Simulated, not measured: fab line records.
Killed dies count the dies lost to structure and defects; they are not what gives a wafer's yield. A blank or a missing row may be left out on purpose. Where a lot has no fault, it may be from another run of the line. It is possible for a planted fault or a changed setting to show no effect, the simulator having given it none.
Struck lot and sound lot, side by side / flow n5Finfet / 34 out of 1938 route steps
Sound: the wafers L676.1, L676.2, L676.4. Struck: wafer L678.5. (L678.4, L678.6 of the same lot were not struck and are left out.) The cause comes at the end.
Order at every step that has rows: each side's tool, ch and its chambers, its first start. Under that, the readings that differ: sound wafers / struck wafers / difference of the means / sigmas: that difference in standard deviations of wafers without a fault.
alike: readings whose means differ by less than 2 such deviations, and words and numbers that are the same on both sides. not compared: withheld readings, readings that some wafer has no value for, bounds like >300 that may hide the same value, and numbers for which the record gives no deviation and whose values overlap.
Wherever a step has rows on one side only, a row that says differs or no value, or a row with sigmas, the two part there. Numbers that have no deviation but don't overlap get no sigmas and don't part them. Lack of a reading on every wafer of one side parts them only where that side has two or more wafers.

first, 10 steps without rows for these wafers: N5_BEOL_M8_TRENCH_ETCH_37 (etches SiCOH lowk in C4F6/O2, target depth 93.478 nm, time 31.2 s); N5_BEOL_M8_ETCH_41 (etches SiCN in CH3F/O2, target depth 31.9 nm, time 57.8 s); N5_BEOL_M8_STRIP_80 (strips in N2/H2, time 10 s); N5_BEOL_M8_HM_STRIP_39 (strips TiN in peroxide tin strip, target depth 25 nm, time 158 s); N5_BEOL_M8_SRD_40 (time 30 s); N5_BEOL_M8_PRECLEAN_42 (cleans in residue remover, time 60 s); N5_BEOL_M8_SRD_43 (time 30 s); N5_BEOL_M8_CURE_75 (cures SiCOH lowk, time 120 s); N5_BEOL_M8_DEGAS_44 (time 60 s); N5_BEOL_M8_PRE_CLEAN_45 (time 30 s).
N5_BEOL_M8_ALD_77: deposits TaN, target thk 2 nm, pulse time 2 s, purge time 3 s.
  sound on aldMetal-03 ch 0,1,2, day 15 02:55; struck on aldMetal-03 ch 2, day 15 12:34
  alike: heaterPowerOuterW, heaterPowerW
then, 22 steps without rows for these wafers: N5_BEOL_M8_SURFACE_TREAT_79; N5_BEOL_M8_CVD_78 (deposits Co from CCTBA/H2, target thk 2 nm, time 142.3 s); N5_BEOL_M8_SPUTTER_48 (material Cu, target thk 10 nm, time 1.667 s); N5_BEOL_M8_ECD_50 (material Cu, target thk 300 nm); N5_BEOL_M8_ANNEAL_51 (time 90 s); N5_BEOL_M8_CMP_52 (polishes, stops on SiCOH lowk, t overpolish 6.9 s, target thk 80 nm); N5_BEOL_M8_PRE_CLEAN_55 (time 15 s); N5_BEOL_M8_DEP_56 (deposits SiCN from 3MS/NH3, target thk 10 nm, time 17.5 s); N5_BEOL_M9_ILD_DEP_00 (deposits SiCOH lowk from DEMS/porogen, target thk 308.51 nm, time 58 s); N5_BEOL_M9_CURE_71 (cures SiCOH lowk, time 240 s); N5_BEOL_M9_PECVD_70 (deposits SiO2 from TEOS/O2, target thk 20 nm, time 22.7 s); N5_BEOL_M9_HM_DEP_02 (deposits TiN, target thk 20 nm); N5_BEOL_M9_COAT_59 (time 60 s, resist thk 100 nm); N5_BEOL_M9_COAT_60 (time 60 s, resist thk 30 nm); N5_BEOL_M9_COAT_05 (resist thk 90 nm); N5_BEOL_M9_EBR_07; N5_BEOL_M9_SOFTBAKE_06 (time 60 s); N5_BEOL_M9_EXPOSE_08 (exposes mask M9); N5_BEOL_M9_PEB_09 (peb time 60 s); N5_BEOL_M9_DEVELOP_10 (develop time 30 s); N5_BEOL_M9_DESCUM_16 (chemistry O2, time 7.9 s); N5_BEOL_M9_ETCH_61 (etches SiARC in CF4, target depth 39 nm, time 65 s).
-- here the record skips 3 days between the struck wafers' starts before and after, leaving off in module BEOL_M9 and picking up in module PASSIVATION (first step shown: number 1936 of the route) --
N5_PASSIVATION_PROBE_49:
  sound on prober-02 at day 18 17:04; struck on prober-01 at day 18 17:17
reading=killed_at_M4_up; sound=15 10; struck=62; difference=+50; sigmas=+11
reading=killedAtFrontEnd; sound=48 84; struck=37; difference=-29; sigmas=-2
reading=killedOnRim; sound=14 21; struck=30; difference=+12; sigmas=+3
reading=killedShort; sound=44 56; struck=32; difference=-18; sigmas=-2
  alike: defectLimitedYield, killed_at_M0_to_M3, killedAtContacts, killedAtOther, killedDies, killedOpen, sort_bin_5_function, sort_bin_6_memory, sortNPass, sortYieldPct

== WHERE THEY PART ==
Only at N5_PASSIVATION_PROBE_49, as far as this record shows.

WHY: what had been put in by the simulator
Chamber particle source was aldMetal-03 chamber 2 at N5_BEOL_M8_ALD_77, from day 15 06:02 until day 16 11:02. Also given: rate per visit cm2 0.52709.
